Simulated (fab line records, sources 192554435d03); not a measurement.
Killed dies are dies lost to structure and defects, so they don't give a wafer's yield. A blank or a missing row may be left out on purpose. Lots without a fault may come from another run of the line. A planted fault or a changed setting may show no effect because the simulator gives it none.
Chamber matching | flow n5_finfet | N5_BEOL_M6_ETCH_65 on rie_diel-06: 4 sister chambers
The step etches SiARC in CF4, target depth 15.6 nm, time 26 s. 4 wafers are shown with their chamber, then 9 later ones without.

WAFERS WITH THEIR CHAMBER
wafer  | chamber | showerhead_plenum_p_Torr (Torr)
L078.1 | 1       | 2.26
L085.1 | 3       | 2.19
L085.3 | 0       | 2.19
L085.4 | 2       | 2.12

WAFERS WITHOUT THEIR CHAMBER
wafer  | showerhead_plenum_p_Torr (Torr)
L089.1 | 2.19
L089.4 | 2.19
L089.6 | 2.19
L094.1 | 2.24
L094.2 | 2.19
L094.5 | 2.19
L096.1 | 2.24
L096.2 | 2.19
L096.6 | 2.24

WHICH CHAMBER EACH WENT THROUGH
wafer  | from the rows above     | in truth
L089.1 | can't be placed: 0 or 3 | 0
L089.4 | can't be placed: 0 or 3 | 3
L089.6 | can't be placed: 0 or 3 | 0
L094.1 | 1                       | 1
L094.2 | can't be placed: 0 or 3 | 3
L094.5 | can't be placed: 0 or 3 | 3
L096.1 | 1                       | 1
L096.2 | can't be placed: 0 or 3 | 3
L096.6 | 1                       | 1
Placed correctly: 3 of 9. Can't be placed from these rows: 6 (the true chamber is among the candidates in 6). Placed wrongly: 0.
How it was worked out, from the rows above alone: a wafer's distance from a chamber is the root of the sum, over the readings, of the square of ((its reading less the chamber's mean) divided by the reading's scatter). The wafer belongs to the nearest chamber; if the next one is less than 2 further off, it can't be placed. A chamber's mean is the mean of its shown wafers. The scatter: with one shown wafer a chamber, the root of the mean of the squares of how far each hidden wafer lies from its nearest shown one.
